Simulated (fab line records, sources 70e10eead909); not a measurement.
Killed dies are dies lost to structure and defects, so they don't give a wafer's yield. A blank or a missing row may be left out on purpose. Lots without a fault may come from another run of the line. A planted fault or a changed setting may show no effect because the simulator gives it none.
fab line records | flow nand_harc | part 1 of 2: steps 1 to 4 of 6
record lots=19 wafers=57 last_day=25
route steps=1159 shown A_STAIRCASE@584
lots that met no fault: from a run of the same line without faults
start_h: hours from the record's first day to the start of the lot's first wafer shown | wait_h: hours since the lot's step before | " the same as in the row above | L1.1+2: a row that stands for several wafers | - no value, or no start given | * or withheld: withheld | < > ~ a bound
route shown NAME@n: a module of which the file shows steps, and the number in the route of the first | usual: mean/standard deviation of fault-free wafers | same: alike in all rows | chamber/n: place in a boat | sites: the reading at each site | _std_site: their standard deviation | _edge_site: outer sites' mean less inner sites' | radius_mm: how far each site lies from the wafer's centre | mask NAME#n: copy n | behind: the tool/chamber that last shaped the wafer | hold: why the lot was held/for how many hours/how that ended | device: the transistor (n, p or np) that didn't switch | end of line: the same wafers' tests at the end of the route | a step without rows: its recipe alone | killed: dies lost to structure and defects at the first sort, not the wafer's yield | map: a wafer's dies, x killed, . not, _ none there
set.NAME: the setting as run; set.NAME@STEP: as run at that earlier step | model.NAME: the simulator's own value behind a step, which no gauge read
steps of the route over a sample of lots; a table a step, a row a wafer
services: from which hour (start_h, from the record's first day; less than 0 if before it) a tool's chamber was out of use, for how many hours, and why
## steps
# step NHARC_A_STAIRCASE_ETCH_190
# recipe target_depth_a=1000 time_s=40.5 ion_energy_ev=400 c4f8_flow_sccm=20 o2_flow_sccm=10 ar_flow_sccm=withheld rf_w=600 bias_w=1000 chemistry=C4F8/O2
# usual chamber_pressure_mTorr=25.004/0.021 oes_product_au=0.941/0.013 rf_vpp_V=894/5.3
# columns lot.wafer tool chamber start_h wait_h chamber_pressure_mTorr oes_product_au rf_hours_counter_h rf_vpp_V
L076.2 rie_diel-02 3 - - 25.018 0.974 36 900
L076.3 " 1 " " 24.993 0.930 30 893
L076.5 " 2 " " 25.001 0.944 - 898
L077.1 rie_diel-02 1 - - 25.014 0.931 33 893
L077.3 " 2 " " 25.000 0.952 36 896
L077.2 " 0 " " 24.983 0.940 36 894
L078.1 rie_diel-04 1 - - 24.995 0.970 50 898
L078.5 " 1 " " 25.025 0.976 - 897
L078.6 " 2 " " 24.996 0.937 - 886
L079.1 rie_diel-04 3 - - 25.007 0.927 53 891
L079.2 " 0 " " 24.996 0.926 52 888
L079.3 " 2 " " 24.970 0.936 54 886
L082.1 rie_diel-02 3 - - 25.001 0.950 47 900
L082.4 " 1 " " 25.015 0.919 41 893
L082.6 " 2 " " 25.002 0.952 - 895
L080.4 rie_diel-02 2 - - 25.010 0.938 44 896
L080.3 " 0 " " 25.024 0.915 46 895
L080.6 " 2 " " 25.015 0.937 - 895
L081.2 rie_diel-02 0 - - 25.006 0.936 46 893
L081.6 " 1 " " 25.009 0.931 - 893
L081.5 " 2 " " 25.003 0.943 - 895
L084.4 rie_diel-04 0 - - 24.963 0.924 0 889
L084.3 " 1 " " 25.038 0.970 0 896
L084.2 " 3 " " 25.018 0.944 0 890
L087.4 rie_diel-04 0 - - 25.055 0.953 6 888
L087.2 " 2 " " 25.017 0.922 5 906
L087.5 " 0 " " 25.030 0.949 - 888
L086.4 rie_diel-02 1 - - 24.963 0.927 57 891
L086.3 " 2 " " 25.009 0.944 58 896
L086.5 " 0 " " 24.959 0.951 - 895
L085.3 rie_diel-04 1 - - 24.965 0.955 10 897
L085.5 " 3 " " 24.992 0.940 - 891
L085.6 " 0 " " 25.008 0.923 - 886
L090.3 rie_diel-13 0 - - 25.024 0.936 18 890
L090.4 " 1 " " 25.029 0.947 20 894
L090.5 " 3 " " 24.997 0.939 - 905
L089.1 rie_diel-13 0 - - 25.014 0.928 18 891
L089.6 " 2 " " 25.003 0.924 - 894
L089.5 " 3 " " 25.018 0.936 - 903
L091.2 rie_diel-13 0 - - 24.987 0.956 20 890
L091.6 " 2 " " 24.997 0.945 - 891
L091.5 " 3 " " 24.984 0.942 - 904
L092.1 rie_diel-04 2 - - 24.975 0.943 12 906
L092.5 " 3 " " 25.033 0.934 - 890
L092.6 " 0 " " 25.032 0.940 - 888
L094.4 rie_diel-04 3 - - 25.021 0.935 21 888
L094.1 " 2 " " 25.023 0.939 15 905
L094.6 " 0 " " 24.994 0.928 - 888
L095.3 rie_diel-02 3 - - 25.000 0.946 9 900
L095.5 " 3 " " 24.978 0.949 - 900
L095.6 " 0 " " 25.000 0.920 - 895
L096.1 rie_diel-04 2 - - 25.006 0.953 24 906
L096.2 " 3 " " 25.018 0.958 27 890
L096.4 " 1 " " 24.981 0.956 28 895
L097.3 rie_diel-02 1 - - 24.991 0.937 15 891
L097.4 " 2 " " 25.014 0.940 16 895
L097.2 " 3 " " 24.982 0.950 15 900
# step NHARC_A_STAIRCASE_TRIM_191
# recipe time_s=211.2 o2_flow_sccm=500 ar_flow_sccm=0 bias_w=0 chemistry=O2
# usual chamber_pressure_mTorr=60.00/0.053 drypump_motor_current_A=5.9/0.4 mfc_ar_sccm=0.012/0.015 o2_flow_sccm=500.0/1.4 oes_product_au=1.005/0.011 rf_vpp_V=57.6/1 showerhead_plenum_p_Torr=3.49/0.15 throttle_valve_pct=17.037/0.0083
# columns lot.wafer tool chamber start_h wait_h chamber_pressure_mTorr drypump_motor_current_A mfc_ar_sccm o2_flow_sccm oes_product_au rf_hours_counter_h rf_vpp_V showerhead_plenum_p_Torr throttle_valve_pct
L076.3 rie_diel-02 1 - - 59.89 5.5 0.002 499.1 1.001 30 56.3 3.44 17.036
L076.2 " 2 " " 60.06 6.1 0 498.4 1.008 34 58.8 3.52 17.028
L076.5 " 1 " " 59.92 5.5 0.002 499.2 0.996 - 56.6 3.44 17.035
L077.3 rie_diel-02 3 - - 59.96 5.4 0 498.7 1.033 39 58.3 3.67 17.049
L077.2 " 0 " " 59.96 5.5 0.041 500.4 1.004 36 57.4 3.49 17.033
L077.1 " 2 " " 60.03 6.1 0 499.9 1.008 36 58.2 3.52 17.040
L078.1 rie_diel-04 0 - - 59.96 5.8 0.015 497.7 1.008 50 54.9 3.32 17.038
L078.5 " 3 " " 59.96 6.2 0 497.2 1.003 - 57.2 3.38 17.017
L078.6 " 0 " " 60.04 5.8 0.015 498.1 1.004 - 57.5 3.32 17.043
L079.1 rie_diel-04 1 - - 60.02 6.5 0.026 501.5 1.034 53 57.7 3.54 17.019
L079.3 " 3 " " 60.06 6.2 0 500.2 1.016 53 57.7 3.38 17.039
L079.2 " 0 " " 59.95 5.8 0.015 499.1 1.003 52 58.5 3.32 17.020
L082.4 rie_diel-02 0 - - 60.00 5.5 0.041 499.4 1.006 45 58.1 3.48 17.042
L082.1 " 1 " " 59.94 5.6 0.002 498.3 0.985 42 55.6 3.43 17.046
L082.6 " 3 " " 60.04 5.4 0 501.4 1.018 - 58.0 3.66 17.036
L080.3 rie_diel-02 3 - - 60.00 5.4 0 498.0 1.022 48 57.9 3.66 17.035
L080.4 " 1 " " 60.14 5.5 0.002 496.7 0.994 42 58.0 3.43 17.035
L080.6 " 0 " " 60.01 5.5 0.041 501.1 0.991 - 57.3 3.48 17.039
L081.2 rie_diel-02 3 - - 59.92 5.3 0 500.2 1.016 48 58.5 3.66 17.045
L081.6 " 2 " " 60.05 6.1 0 500.5 1.006 - 58.3 3.51 17.027
L081.5 " 3 " " 60.01 5.4 0 498.1 1.007 - 56.8 3.66 17.057
L084.3 rie_diel-04 2 - - 59.91 6.3 0 496.9 1.005 0 58.9 3.81 17.045
L084.4 " 3 " " 59.95 6.2 0 500.6 1.004 0 56.5 3.37 17.029
L084.2 " 0 " " 60.04 5.8 0.015 499.6 0.997 0 55.8 3.32 17.025
L087.4 rie_diel-04 2 - - 60.03 6.3 0 500.1 0.996 5 57.7 3.81 17.035
L087.2 " 0 " " 60.00 5.8 0.015 500.0 1.000 6 55.9 3.31 17.044
L087.5 " 2 " " 59.95 6.3 0 501.3 0.992 - 58.6 3.81 17.034
L086.3 rie_diel-02 3 - - 60.09 5.4 0 499.6 1.026 59 58.1 3.66 17.037
L086.4 " 0 " " 59.99 5.4 0.041 498.2 1.009 58 57.3 3.48 17.046
L086.5 " 2 " " 59.92 6.1 0 500.5 1.000 - 58.3 3.50 17.044
L085.3 rie_diel-04 2 - - 60.03 6.3 0 501.7 1.000 10 57.7 3.80 17.026
L085.5 " 2 " " 60.07 6.3 0 500.4 1.000 - 57.9 3.80 17.034
L085.6 " 3 " " 59.98 6.2 0 502.4 1.000 - 56.5 3.37 17.050
L090.3 rie_diel-13 0 - - 60.00 5.3 0.036 499.7 0.993 18 57.7 3.34 17.035
L090.4 " 1 " " 60.02 6.3 0.014 500.0 1.004 20 55.8 3.48 17.035
L090.5 " 3 " " 59.99 5.4 0.026 500.5 0.997 - 59.1 3.76 17.048
L089.1 rie_diel-13 0 - - 60.00 5.3 0.036 499.7 0.989 18 58.0 3.34 17.033
L089.6 " 1 " " 60.01 6.3 0.014 501.8 0.998 - 57.4 3.48 17.041
L089.5 " 2 " " 60.00 5.8 0.010 498.6 1.006 - 56.0 3.45 17.024
L091.2 rie_diel-13 0 - - 60.03 5.3 0.036 501.6 1.012 20 57.7 3.34 17.020
L091.5 " 3 " " 60.13 5.5 0.026 502.2 0.998 - 58.9 3.76 17.040
L091.6 " 0 " " 60.02 5.2 0.036 499.9 0.997 - 56.1 3.34 17.035
L092.1 rie_diel-04 3 - - 60.03 6.2 0 498.7 1.006 19 56.1 3.36 17.039
L092.5 " 3 " " 60.03 6.1 0 500.3 1.003 - 56.2 3.36 17.033
L092.6 " 0 " " 59.96 5.8 0.015 498.5 1.002 - 58.7 3.31 17.055
L094.4 rie_diel-04 1 - - 60.01 6.6 0.026 497.7 1.023 20 57.2 3.52 17.043
L094.1 " 3 " " 59.93 6.2 0 502.7 1.006 22 58.3 3.36 17.042
L094.6 " 0 " " 59.94 5.8 0.015 499.1 0.996 - 57.0 3.31 17.038
L095.3 rie_diel-02 3 - - 59.90 5.4 0 501.2 1.005 9 57.3 3.65 17.046
L095.6 " 2 " " 60.00 6.1 0 502.2 1.002 - 57.6 3.50 17.022
L095.5 " 3 " " 60.09 5.4 0 500.4 0.990 - 58.2 3.65 17.045
L096.1 rie_diel-04 3 - - 60.03 6.2 0 500.6 1.004 28 57.3 3.36 17.034
L096.4 " 0 " " 60.04 5.8 0.015 497.8 0.986 27 56.1 3.30 17.033
L096.2 " 2 " " 59.97 6.3 0 502.1 0.991 24 59.3 3.79 17.037
L097.4 rie_diel-02 2 - - 59.97 6.1 0 502.2 0.989 16 57.5 3.49 17.042
L097.2 " 3 " " 60.09 5.4 0 499.3 1.013 15 57.6 3.64 17.039
L097.3 " 0 " " 60.02 5.4 0.041 499.9 0.994 15 59.1 3.47 17.024
# step NHARC_A_STAIRCASE_ETCH_194
# recipe target_depth_a=1000 time_s=40.5 ion_energy_ev=400 c4f8_flow_sccm=20 o2_flow_sccm=10 ar_flow_sccm=withheld rf_w=600 bias_w=1000 chemistry=C4F8/O2
# usual chamber_pressure_mTorr=24.997/0.024 oes_product_au=0.945/0.013 rf_vpp_V=895/5.5
# columns lot.wafer tool chamber start_h wait_h chamber_pressure_mTorr oes_product_au rf_hours_counter_h rf_vpp_V
L076.3 rie_diel-02 0 - - 25.016 0.960 33 895
L076.2 " 1 " " 25.014 0.929 31 891
L076.5 " 3 " " 24.969 0.969 - 901
L077.1 rie_diel-02 3 - - 24.983 0.959 39 901
L077.3 " 0 " " 24.997 0.932 36 893
L077.2 " 2 " " 24.990 0.961 37 896
L078.1 rie_diel-04 2 - - 24.956 0.939 52 888
L078.5 " 3 " " 24.996 0.933 - 890
L078.6 " 0 " " 24.993 0.945 - 891
L079.3 rie_diel-04 1 - - 25.002 0.957 53 896
L079.1 " 2 " " 24.988 0.942 54 886
L079.2 " 3 " " 25.014 0.952 53 891
L082.4 rie_diel-02 3 - - 24.992 0.958 47 902
L082.1 " 1 " " 25.038 0.923 42 892
L082.6 " 3 " " 25.000 0.961 - 901
L080.3 rie_diel-02 3 - - 25.002 0.945 48 902
L080.4 " 2 " " 24.951 0.940 44 897
L080.6 " 0 " " 25.008 0.953 - 894
L081.2 rie_diel-02 2 - - 24.995 0.956 44 896
L081.5 " 0 " " 25.017 0.940 - 894
L081.6 " 1 " " 25.000 0.936 - 894
L084.3 rie_diel-04 0 - - 24.990 0.942 0 889
L084.2 " 1 " " 24.991 0.972 0 896
L084.4 " 2 " " 24.975 0.954 0 906
L087.4 rie_diel-04 0 - - 25.006 0.930 6 887
L087.2 " 1 " " 25.001 0.957 5 896
L087.5 " 3 " " 25.043 0.943 - 891
L086.3 rie_diel-02 3 - - 25.025 0.959 59 900
L086.4 " 1 " " 24.970 0.931 58 892
L086.5 " 3 " " 24.982 0.959 - 900
L085.3 rie_diel-04 2 - - 24.986 0.949 10 905
L085.5 " 3 " " 24.999 0.946 - 889
L085.6 " 0 " " 25.006 0.940 - 888
L090.3 rie_diel-13 0 - - 25.019 0.932 18 889
L090.4 " 1 " " 24.970 0.928 20 893
L090.5 " 3 " " 25.002 0.928 - 905
L089.1 rie_diel-13 3 - - 25.008 0.931 19 902
L089.6 " 0 " " 24.993 0.920 - 890
L089.5 " 1 " " 24.975 0.924 - 894
L091.2 rie_diel-13 1 - - 24.966 0.956 22 895
L091.6 " 0 " " 24.953 0.942 - 890
L091.5 " 1 " " 25.005 0.943 - 892
L092.1 rie_diel-04 3 - - 25.002 0.940 19 889
L092.6 " 1 " " 24.987 0.950 - 896
L092.5 " 2 " " 25.062 0.930 - 905
L094.4 rie_diel-04 1 - - 25.011 0.947 21 894
L094.1 " 3 " " 25.033 0.941 23 891
L094.6 " 2 " " 24.959 0.941 - 904
L095.3 rie_diel-02 1 - - 25.001 0.932 10 894
L095.5 " 2 " " 24.977 0.932 - 895
L095.6 " 3 " " 24.985 0.959 - 901
L096.4 rie_diel-04 1 - - 25.030 0.952 28 897
L096.1 " 3 " " 25.001 0.950 28 888
L096.2 " 0 " " 24.949 0.924 27 888
L097.2 rie_diel-02 3 - - 24.995 0.960 16 900
L097.4 " 1 " " 24.988 0.923 15 890
L097.3 " 2 " " 25.011 0.939 16 896
# step NHARC_A_STAIRCASE_ETCH_199
# recipe target_depth_a=1000 time_s=40.5 ion_energy_ev=400 c4f8_flow_sccm=20 o2_flow_sccm=10 ar_flow_sccm=withheld rf_w=600 bias_w=1000 chemistry=C4F8/O2
# usual chamber_pressure_mTorr=25.001/0.022 oes_product_au=0.947/0.014 rf_vpp_V=895/5.3
# columns lot.wafer tool chamber start_h wait_h chamber_pressure_mTorr oes_product_au rf_hours_counter_h rf_vpp_V
L076.3 rie_diel-02 1 - - 25.049 0.930 31 893
L076.2 " 3 " " 24.982 0.981 37 899
L076.5 " 0 " " 24.998 0.962 - 895
L077.3 rie_diel-02 2 - - 24.995 0.949 37 896
L077.1 " 0 " " 24.972 0.932 36 895
L077.2 " 1 " " 24.987 0.928 34 892
L078.1 rie_diel-13 2 - - 25.004 0.954 55 894
L078.5 " 2 " " 24.983 0.954 - 893
L078.6 " 3 " " 25.035 0.951 - 903
L079.2 rie_diel-02 0 - - 25.016 0.952 38 896
L079.3 " 1 " " 24.985 0.949 36 893
L079.1 " 2 " " 24.989 0.974 39 895
L082.1 rie_diel-04 2 - - 25.007 0.965 61 887
L082.4 " 0 " " 25.003 0.948 57 887
L082.6 " 2 " " 24.973 0.955 - 886
L080.4 rie_diel-04 1 - - 24.984 0.975 59 896
L080.3 " 2 " " 24.999 0.942 61 885
L080.6 " 1 " " 24.974 0.958 - 897
L081.2 rie_diel-02 1 - - 24.968 0.930 43 893
L081.6 " 1 " " 25.036 0.931 - 893
L081.5 " 2 " " 25.002 0.951 - 896
L084.3 rie_diel-04 0 - - 25.017 0.944 1 889
L084.4 " 1 " " 25.003 0.954 1 898
L084.2 " 3 " " 25.025 0.951 1 890
L087.4 rie_diel-04 0 - - 25.005 0.928 6 888
L087.2 " 2 " " 25.038 0.934 6 905
L087.5 " 0 " " 25.007 0.929 - 888
L086.4 rie_diel-13 2 - - 24.977 0.937 12 891
L086.3 " 3 " " 25.001 0.938 10 904
L086.5 " 3 " " 24.980 0.942 - 905
L085.3 rie_diel-02 1 - - 24.986 0.960 61 893
L085.5 " 1 " " 24.954 0.951 - 891
L085.6 " 2 " " 24.990 0.958 - 895
L090.3 rie_diel-13 0 - - 25.024 0.920 19 890
L090.4 " 1 " " 25.005 0.931 21 894
L090.5 " 3 " " 24.996 0.926 - 905
L089.1 rie_diel-04 2 - - 25.013 0.948 11 905
L089.5 " 3 " " 25.008 0.940 - 891
L089.6 " 0 " " 25.007 0.932 - 887
L091.2 rie_diel-13 1 - - 25.024 0.963 23 894
L091.5 " 2 " " 24.968 0.952 - 892
L091.6 " 3 " " 25.006 0.936 - 906
L092.1 rie_diel-04 2 - - 25.006 0.937 13 905
L092.6 " 0 " " 24.985 0.933 - 888
L092.5 " 1 " " 24.996 0.956 - 896
L094.1 rie_diel-02 2 - - 25.009 0.957 5 894
L094.4 " 3 " " 24.982 0.971 5 899
L094.6 " 2 " " 24.982 0.971 - 894
L095.3 rie_diel-02 2 - - 24.963 0.948 10 895
L095.5 " 3 " " 24.994 0.948 - 901
L095.6 " 0 " " 24.996 0.932 - 893
L096.2 rie_diel-13 0 - - 25.042 0.954 29 887
L096.4 " 1 " " 24.993 0.944 33 894
L096.1 " 3 " " 25.034 0.946 29 903
L097.3 rie_diel-04 2 - - 24.977 0.929 31 905
L097.2 " 0 " " 25.001 0.920 34 886
L097.4 " 2 " " 25.017 0.932 - 903
